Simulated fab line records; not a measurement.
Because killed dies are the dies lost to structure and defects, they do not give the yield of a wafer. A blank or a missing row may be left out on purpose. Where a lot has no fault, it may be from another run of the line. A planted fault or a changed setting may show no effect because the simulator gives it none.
fab line records | flow n5_finfet
record: lots: 10 | wafers: 29 | last_day: 18
route steps=1938 shown BEOL_M14@1729 PASSIVATION@1936
lots with no fault: from the same line, run without faults
start_h: hours from the record's first day to the start of the lot's first wafer shown | wait_h: hours since the lot's step before | " identical to the entry in the row above | L1.1+2: a row that stands for several wafers | - no value present, or no start provided | * or withheld: withheld | < > ~ a bound
route shown NAME@n: NAME is a module with steps in the file, n the number in the route of the first one | usual: mean and standard deviation over wafers with no fault | same: alike in all rows | chamber/n: place in a boat | sites: readings site by site | _std_site: the values' standard deviation | _edge_site: inner sites' mean taken away from outer sites' mean | radius_mm: for every site, how far away it sits from the centre of the wafer | mask NAME#n: copy n | behind: the last tool/chamber to shape the wafer | hold: why the lot went on hold/how many hours it stayed there/how the hold came to an end | device: which transistor (n, p or np) failed to switch | end of line: tests of these same wafers at the route's end | step lacking rows: just its recipe | killed: the dies lost at the first sort to structure and to defects; this is not the yield of the wafer | map: the dies of a wafer, with x for killed, . for not killed, _ for no die there
set.NAME: the setting that was run; set.NAME@STEP: the one run at that earlier step | model.NAME: the simulator's own value behind a step, which no gauge read
steps of the route over a sample of lots; a table a step, a row a wafer
services: the hour from which a tool's chamber was out of use, counted from the record's first day as start_h (under 0 if before that day), plus the number of hours and why
== steps ==
step: N5_BEOL_M14_DESCUM_15
recipe: chemistry: O2 | time_s: 7.9 | source_power_w: 50 | bias_power_w: 20 | pressure_mtorr: 20 | rf_frequency_hz: 2.712e+07 | temp_c: 40 | o2_flow_sccm: 225
usual: drypump_motor_current_A: 5.8/0.38 | oes_product_au: 0.84/0.08 | rf_vpp_V: 243.5/2 | showerhead_plenum_p_Torr: 2.12/0.11 | throttle_valve_pct: 20.39/0.24
same: time_s: 7.9
lot.wafer | tool        | chamber | start_h | wait_h | drypump_motor_current_A | oes_product_au | rf_hours_counter_h | rf_vpp_V | showerhead_plenum_p_Torr | throttle_valve_pct
L891.3    | rie_diel-03 | 3       | 245.54  | 0.0    | 6.1                     | 0.76           | 133                | 243.0    | 2.18                     | 20.65
L891.4    | "           | 2       | "       | "      | 6.1                     | 0.73           | 195                | 240.2    | 1.91                     | 20.71
L891.5    | "           | 3       | "       | "      | 6.1                     | 0.76           | -                  | 245.5    | 2.18                     | 20.66
L894.1    | rie_diel-03 | 3       | 277.52  | 0.0    | 6.1                     | 0.74           | 148                | 244.3    | 2.18                     | 20.68
L894.3    | "           | 1       | "       | "      | 5.9                     | 0.86           | 52                 | 246.4    | 2.12                     | 20.66
L894.4    | "           | 3       | "       | "      | 6.1                     | 0.75           | -                  | 243.9    | 2.18                     | 20.68
L895.1    | rie_diel-03 | 1       | 289.35  | 0.0    | 5.9                     | 0.86           | 56                 | 243.8    | 2.12                     | 20.66
L895.2    | "           | 2       | "       | "      | 6.2                     | 0.72           | 211                | 239.9    | 1.91                     | 20.74
L895.5    | "           | 2       | "       | "      | 6.1                     | 0.72           | -                  | 238.3    | 1.91                     | 20.74
L900.1    | rie_diel-03 | 2       | 309.26  | 0.3    | 6.2                     | 0.72           | 217                | 239.8    | 1.90                     | 20.77
L900.3    | "           | 3       | "       | "      | 6.1                     | 0.74           | 155                | 245.0    | 2.17                     | 20.69
L900.4    | "           | 1       | "       | "      | 5.9                     | 0.85           | 62                 | 244.1    | 2.12                     | 20.68
L907.1    | rie_diel-05 | 1       | 361.01  | 0.0    | 5.9                     | 0.99           | 5                  | 245.9    | 2.23                     | 19.80
L907.5    | "           | 0       | "       | "      | 5.3                     | 0.90           | -                  | 244.5    | 2.23                     | 20.66
L908.2    | rie_diel-06 | 2       | 361.70  | 0.0    | 6.2                     | 0.87           | 66                 | 242.5    | 2.04                     | 20.35
L908.3    | "           | 3       | "       | "      | 6.4                     | 0.82           | 77                 | 242.5    | 2.03                     | 20.33
L908.6    | "           | 0       | "       | "      | 5.8                     | 0.75           | -                  | 242.6    | 2.00                     | 20.39
L909.1    | rie_diel-06 | 1       | 380.23  | 0.0    | 5.4                     | 0.79           | 109                | 245.4    | 2.19                     | 20.33
L909.3    | "           | 3       | "       | "      | 6.5                     | 0.82           | 84                 | 242.8    | 2.03                     | 20.33
L909.4    | "           | 2       | "       | "      | 6.3                     | 0.85           | 73                 | 241.0    | 2.04                     | 20.34
L910.3    | rie_diel-03 | 0       | 385.37  | 0.1    | 5.6                     | 0.90           | 36                 | 241.8    | 2.05                     | 20.07
L910.5    | "           | 1       | "       | "      | 5.9                     | 0.83           | -                  | 244.3    | 2.11                     | 20.73
L910.6    | "           | 2       | "       | "      | 6.2                     | 0.70           | -                  | 239.1    | 1.90                     | 20.79
L912.2    | rie_diel-05 | 0       | 388.96  | 0.1    | 5.3                     | 0.89           | 39                 | 246.2    | 2.23                     | 20.68
L912.3    | "           | 3       | "       | "      | 5.8                     | 0.84           | 69                 | 244.4    | 2.21                     | 20.14
L912.5    | "           | 1       | "       | "      | 6.0                     | 0.95           | -                  | 246.6    | 2.22                     | 19.83
L913.1    | rie_diel-06 | 0       | 398.56  | 0.0    | 5.8                     | 0.76           | 176                | 242.4    | 2.00                     | 20.41
L913.2    | "           | 2       | "       | "      | 6.3                     | 0.86           | 80                 | 242.1    | 2.04                     | 20.35
L913.4    | "           | 1       | "       | "      | 5.4                     | 0.80           | 116                | 243.4    | 2.19                     | 20.36
step: N5_BEOL_M14_STRIP_63
recipe: chemistry: O2 | power_w: 600 | temp_c: 60 | pressure_mtorr: 30 | rf_frequency_hz: 6e+07 | bias_power_w: 0 | overash_fraction: 0.3 | o2_flow_sccm: 225
usual: drypump_motor_current_A: 5.8/0.38 | oes_product_au: 0.84/0.081 | rf_vpp_V: 3.6/0.92 | showerhead_plenum_p_Torr: 2.12/0.11 | throttle_valve_pct: 16.61/0.23
lot.wafer | tool        | chamber | start_h | wait_h | drypump_motor_current_A | oes_product_au | rf_hours_counter_h | rf_vpp_V | showerhead_plenum_p_Torr | throttle_valve_pct
L891.3    | rie_diel-03 | 3       | -       | -      | 6.2                     | 0.76           | 133                | 3.4      | 2.18                     | 16.88
L891.4    | "           | 2       | "       | "      | 6.2                     | 0.73           | 196                | 4.3      | 1.92                     | 17.02
L891.5    | "           | 3       | "       | "      | 6.2                     | 0.75           | -                  | 4.0      | 2.19                     | 16.87
L894.1    | rie_diel-03 | 3       | -       | -      | 6.1                     | 0.75           | 148                | 3.2      | 2.18                     | 16.89
L894.3    | "           | 1       | "       | "      | 5.9                     | 0.87           | 52                 | 2.4      | 2.13                     | 16.84
L894.4    | "           | 3       | "       | "      | 6.2                     | 0.73           | -                  | 5.1      | 2.18                     | 16.90
L895.1    | rie_diel-03 | 1       | -       | -      | 5.9                     | 0.87           | 56                 | 3.9      | 2.12                     | 16.89
L895.2    | "           | 2       | "       | "      | 6.1                     | 0.72           | 211                | 3.7      | 1.91                     | 16.97
L895.5    | "           | 2       | "       | "      | 6.2                     | 0.71           | -                  | 4.3      | 1.91                     | 17.02
L900.1    | rie_diel-03 | 2       | -       | -      | 6.2                     | 0.71           | 218                | 5.8      | 1.91                     | 17.01
L900.3    | "           | 3       | "       | "      | 6.2                     | 0.74           | 155                | 2.9      | 2.18                     | 16.93
L900.4    | "           | 1       | "       | "      | 5.9                     | 0.86           | 62                 | 3.0      | 2.12                     | 16.87
L907.1    | rie_diel-05 | 1       | -       | -      | 6.0                     | 0.97           | 5                  | 4.7      | 2.23                     | 16.05
L907.5    | "           | 0       | "       | "      | 5.3                     | 0.90           | -                  | 3.3      | 2.23                     | 16.81
L908.2    | rie_diel-06 | 2       | -       | -      | 6.3                     | 0.87           | 66                 | 4.2      | 2.04                     | 16.56
L908.3    | "           | 3       | "       | "      | 6.4                     | 0.82           | 77                 | 3.3      | 2.04                     | 16.53
L908.6    | "           | 0       | "       | "      | 5.8                     | 0.76           | -                  | 4.0      | 2.01                     | 16.63
L909.1    | rie_diel-06 | 1       | -       | -      | 5.4                     | 0.81           | 109                | 2.4      | 2.20                     | 16.57
L909.3    | "           | 3       | "       | "      | 6.5                     | 0.82           | 85                 | 3.9      | 2.04                     | 16.53
L909.4    | "           | 2       | "       | "      | 6.3                     | 0.87           | 73                 | 4.1      | 2.04                     | 16.57
L910.3    | rie_diel-03 | 0       | -       | -      | 5.6                     | 0.89           | 36                 | 4.0      | 2.05                     | 16.31
L910.5    | "           | 1       | "       | "      | 5.9                     | 0.81           | -                  | 4.8      | 2.11                     | 16.93
L910.6    | "           | 2       | "       | "      | 6.2                     | 0.69           | -                  | 3.6      | 1.90                     | 17.07
L912.2    | rie_diel-05 | 0       | -       | -      | 5.3                     | 0.89           | 39                 | 3.5      | 2.23                     | 16.85
L912.3    | "           | 3       | "       | "      | 5.8                     | 0.83           | 69                 | 3.0      | 2.21                     | 16.37
L912.5    | "           | 1       | "       | "      | 6.0                     | 0.96           | -                  | 4.4      | 2.23                     | 16.09
L913.1    | rie_diel-06 | 0       | -       | -      | 5.8                     | 0.76           | 176                | 3.7      | 2.00                     | 16.68
L913.2    | "           | 2       | "       | "      | 6.3                     | 0.85           | 80                 | 3.7      | 2.04                     | 16.57
L913.4    | "           | 1       | "       | "      | 5.4                     | 0.79           | 116                | 6.1      | 2.19                     | 16.61
step: N5_BEOL_M14_ETCH_67
recipe: chemistry: CF4 | target: SiARC | target_depth_a: 1430 | time_s: 238.3 | ion_energy_ev: 80 | pressure_mtorr: 40 | source_w: 545 | bias_w: 36 | Ar_flow_sccm: 100 | cf4_flow_sccm: 100 | ends: cleared
usual: drypump_motor_current_A: 5.9/0.38 | etch_rf_on_time_s: 236/3.8 | oes_product_au: 0.70/0.068 | rf_vpp_V: 184.1/1.6 | showerhead_plenum_p_Torr: 2.15/0.1 | throttle_valve_pct: 15.57/0.23
lot.wafer | tool        | chamber | start_h | wait_h | drypump_motor_current_A | etch_rf_on_time_s | oes_product_au | rf_hours_counter_h | rf_vpp_V | showerhead_plenum_p_Torr | throttle_valve_pct
L891.3    | rie_diel-03 | 3       | 246.43  | 0.0    | 6.2                     | 237               | 0.64           | 133                | 184.7    | 2.24                     | 15.89
L891.4    | "           | 1       | "       | "      | 5.9                     | 233               | 0.77           | 37                 | 184.5    | 2.18                     | 15.76
L891.5    | "           | 0       | "       | "      | 5.6                     | 239               | 0.59           | -                  | 184.9    | 2.11                     | 15.65
L894.1    | rie_diel-03 | 2       | 278.41  | 0.0    | 6.1                     | 239               | 0.61           | 207                | 181.8    | 1.96                     | 15.96
L894.3    | "           | 1       | "       | "      | 5.9                     | 232               | 0.75           | 52                 | 183.6    | 2.17                     | 15.79
L894.4    | "           | 1       | "       | "      | 5.9                     | 231               | 0.75           | -                  | 184.3    | 2.17                     | 15.79
L895.1    | rie_diel-06 | 3       | 290.36  | 0.0    | 6.4                     | 239               | 0.73           | 53                 | 182.5    | 2.09                     | 15.41
L895.2    | "           | 2       | "       | "      | 6.3                     | 232               | 0.78           | 43                 | 182.5    | 2.09                     | 15.38
L895.5    | "           | 1       | "       | "      | 5.3                     | 232               | 0.71           | -                  | 185.1    | 2.25                     | 15.46
L900.1    | rie_diel-06 | 1       | 310.16  | 0.0    | 5.4                     | 235               | 0.71           | 85                 | 185.5    | 2.25                     | 15.49
L900.3    | "           | 0       | "       | "      | 5.8                     | 241               | 0.66           | 151                | 182.1    | 2.06                     | 15.60
L900.4    | "           | 2       | "       | "      | 6.3                     | 234               | 0.77           | 49                 | 183.5    | 2.09                     | 15.43
L907.1    | rie_diel-03 | 1       | 362.14  | 0.0    | 5.9                     | 296               | 0.67           | 82                 | 183.6    | 2.16                     | 15.84
L907.5    | "           | 2       | "       | "      | 6.1                     | 298               | 0.56           | -                  | 181.2    | 1.96                     | 16.00
L908.2    | rie_diel-06 | 3       | 362.71  | 0.0    | 6.4                     | 244               | 0.69           | 78                 | 183.4    | 2.08                     | 15.45
L908.3    | "           | 1       | "       | "      | 5.4                     | 235               | 0.69           | 103                | 186.8    | 2.24                     | 15.52
L908.6    | "           | 3       | "       | "      | 6.4                     | 242               | 0.69           | -                  | 183.4    | 2.08                     | 15.46
L909.1    | rie_diel-03 | 0       | 381.11  | 0.0    | 5.6                     | 286               | 0.72           | 35                 | 183.1    | 2.09                     | 15.22
L909.3    | "           | 1       | "       | "      | 5.9                     | 236               | 0.71           | 88                 | 183.9    | 2.16                     | 15.85
L909.4    | "           | 3       | "       | "      | 6.1                     | 234               | 0.62           | 178                | 185.3    | 2.22                     | 15.98
L910.3    | rie_diel-03 | 2       | 386.57  | 0.0    | 6.2                     | 241               | 0.59           | 244                | 181.5    | 1.95                     | 16.03
L910.5    | "           | 1       | "       | "      | 5.9                     | 295               | 0.65           | -                  | 184.2    | 2.16                     | 15.88
L910.6    | "           | 2       | "       | "      | 6.2                     | 241               | 0.59           | -                  | 181.5    | 1.95                     | 16.01
L912.2    | rie_diel-06 | 2       | 389.98  | 0.0    | 6.3                     | 232               | 0.73           | 77                 | 184.9    | 2.08                     | 15.47
L912.3    | "           | 1       | "       | "      | 5.4                     | 233               | 0.68           | 113                | 185.1    | 2.24                     | 15.53
L912.5    | "           | 2       | "       | "      | 6.3                     | 231               | 0.73           | -                  | 182.7    | 2.08                     | 15.47
L913.1    | rie_diel-05 | 3       | 399.48  | 0.0    | 5.8                     | 239               | 0.72           | 72                 | 185.6    | 2.25                     | 15.34
L913.2    | "           | 2       | "       | "      | 5.4                     | 237               | 0.70           | 84                 | 187.2    | 2.25                     | 15.49
L913.4    | "           | 0       | "       | "      | 5.3                     | 235               | 0.76           | 42                 | 186.8    | 2.27                     | 15.73
step: N5_BEOL_M14_DEGAS_41
recipe: ambient: vacuum | temp_c: 300 | time_s: 60
usual: heater_power_w: 472/40
same: time_s: 60
lot.wafer | tool           | chamber | start_h | wait_h | heater_power_w
L891.3    | pvd_sputter-03 | -       | 247.61  | 0.2    | 494
L891.4    | "              | -       | "       | "      | 475
L891.5    | "              | -       | "       | "      | 410
L894.1    | pvd_sputter-02 | -       | 280.48  | 0.8    | 511
L894.3    | "              | -       | "       | "      | 430
L894.4    | "              | -       | "       | "      | 501
L895.1    | pvd_sputter-01 | -       | 292.59  | 0.3    | 495
L895.2    | "              | -       | "       | "      | 540
L895.5    | "              | -       | "       | "      | 529
L900.1    | pvd_sputter-01 | -       | 312.57  | 0.2    | 471
L900.3    | "              | -       | "       | "      | 545
L900.4    | "              | -       | "       | "      | 438
L907.1    | pvd_sputter-03 | -       | 364.49  | 0.4    | 490
L907.5    | "              | -       | "       | "      | 498
L908.2    | pvd_sputter-01 | -       | 364.53  | 0.2    | 481
L908.3    | "              | -       | "       | "      | 502
L908.6    | "              | -       | "       | "      | 491
L909.1    | pvd_sputter-03 | -       | 382.82  | 0.3    | 491
L909.3    | "              | -       | "       | "      | 480
L909.4    | "              | -       | "       | "      | 476
L910.3    | pvd_sputter-01 | -       | 389.50  | 0.4    | 520
L910.5    | "              | -       | "       | "      | 426
L910.6    | "              | -       | "       | "      | 543
L912.2    | pvd_sputter-01 | -       | 394.82  | 0.2    | 540
L912.3    | "              | -       | "       | "      | 472
L912.5    | "              | -       | "       | "      | 480
L913.1    | pvd_sputter-02 | -       | 406.33  | 0.3    | 429
L913.2    | "              | -       | "       | "      | 506
L913.4    | "              | -       | "       | "      | 514
step: N5_PASSIVATION_PROBE_49
usual: defect_limited_yield: 91.1/1.5 | killed_at_M0_to_M3: 35/9.5 | killed_at_M4_up: 13/5.2 | killed_at_contacts: 12/6.1 | killed_at_front_end: 41/14 | killed_at_other: 3.8/2.9 | killed_dies: 105/17 | killed_open: 70/13 | killed_short: 33/8.4 | sort_bin_5_function: 5.1/0.97 | sort_bin_6_memory: 3.4/0.69 | sort_bin_8_speed: 0.00/0.007 | sort_n_pass: 1075/17 | sort_yield_pct: 91.1/1.5
same: gross_dies: 1180 | killed_at_back_side: 0 | sort_bin_4_leakage[%]: 0
lot.wafer | tool      | chamber | start_h | wait_h | defect_limited_yield[%] | killed_at_M0_to_M3 | killed_at_M4_up | killed_at_contacts | killed_at_front_end | killed_at_other | killed_dies | killed_open | killed_short | sort_bin_5_function[%] | sort_bin_6_memory[%] | sort_bin_8_speed[%] | sort_n_pass | sort_yield_pct[%]
L907.1    | prober-01 | -       | 384.46  | 0.0    | 91.1                    | 43                 | 13              | 6                  | 40                  | 3               | 105         | 61          | 42           | 4.9                    | 3.6                  | 0                   | 1075        | 91.1
L907.5    | prober-01 | -       | 384.66  | 0.2    | 92.0                    | 30                 | 9               | 10                 | 42                  | 3               | 94          | 63          | 30           | 4.7                    | 3.1                  | 0                   | 1086        | 92.0
killed by level:class
L907.1 BEOL_M2:geometric_particle:open=10 FIN_SAQP:geometric_particle:open=8 STI_FIN_REVEAL:geometric_particle:open=8 BEOL_M0_SAQP:geometric_particle:short=8 FIN_SAQP:geometric_particle:short=7 BEOL_M0_SAQP:geometric_particle:open=6 BEOL_M1:geometric_particle:open=6 BEOL_M1:geometric_particle:short=5
L907.5 FIN_SAQP:geometric_particle:short=12 FIN_SAQP:geometric_particle:open=10 MOL_CONTACT_COAG:geometric_particle:open=8 BEOL_M1:geometric_particle:open=7 STI_FIN_REVEAL:geometric_particle:open=6 BEOL_M0_SAQP:geometric_particle:short=6 BEOL_M0_SAQP:geometric_particle:open=4 BEOL_M3:geometric_particle:open=4
== services ==
tool           | chamber | start_h | hours | kind
pvd_sputter-03 | -       | 229.48  | 0.6   | repair
rie_diel-06    | 3       | 240.11  | 5.5   | repair
rie_diel-03    | 0       | 255.88  | 1.4   | repair
rie_diel-03    | 0       | 257.35  | -     | clean
rie_diel-03    | 0       | 257.35  | -     | consumable_replace:focus_ring
rie_diel-03    | 0       | 257.35  | 21.2  | scheduled_down
rie_diel-03    | 0       | 257.35  | 21.2  | vent_cycle
rie_diel-05    | -       | 259.04  | 0.4   | repair
rie_diel-03    | 2       | 267.03  | 4.8   | repair
rie_diel-05    | 0       | 268.46  | -     | clean
rie_diel-05    | 0       | 268.46  | -     | consumable_replace:focus_ring
rie_diel-05    | 0       | 268.46  | -     | consumable_replace:showerhead
rie_diel-05    | 0       | 268.46  | 14.5  | scheduled_down
rie_diel-05    | 0       | 268.46  | 14.5  | vent_cycle
rie_diel-03    | 3       | 284.01  | 8.3   | repair
rie_diel-05    | 1       | 327.43  | -     | clean
rie_diel-05    | 1       | 327.43  | -     | consumable_replace:focus_ring
rie_diel-06    | 0       | 342.72  | 16.7  | repair
pvd_sputter-01 | -       | 343.75  | 1.0   | repair
rie_diel-03    | 2       | 405.05  | -     | clean
rie_diel-03    | 2       | 405.05  | -     | consumable_replace:focus_ring
rie_diel-03    | 2       | 405.05  | -     | consumable_replace:showerhead
rie_diel-03    | 2       | 405.05  | 19.4  | scheduled_down
rie_diel-03    | 2       | 405.05  | 19.4  | vent_cycle
== key ==
first_sign: step: N5_BEOL_M14_ETCH_67 | reading: etch_rf_on_time_s | direction: up | sigmas: 15 | usual: * | struck: *
effect none on later readings
met_at N5_BEOL_M14_ETCH_67
struck_lots L907,L909,L910
struck_wafers L907.1,L907.5,L909.1,L910.5
not_acting_at N5_BEOL_M14_DESCUM_15,N5_BEOL_M14_STRIP_63,N5_BEOL_M14_DEGAS_41
onset_between 278.41 362.14
fault: kind: process_parameter_drift | tool: rie_diel-03 | chamber: - | onset_h: 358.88 | steps: N5_BEOL_M14_ETCH_67 | channel: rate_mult | offset: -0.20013 | shape: step | end_h: 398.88 | scope: struck_wafers_only
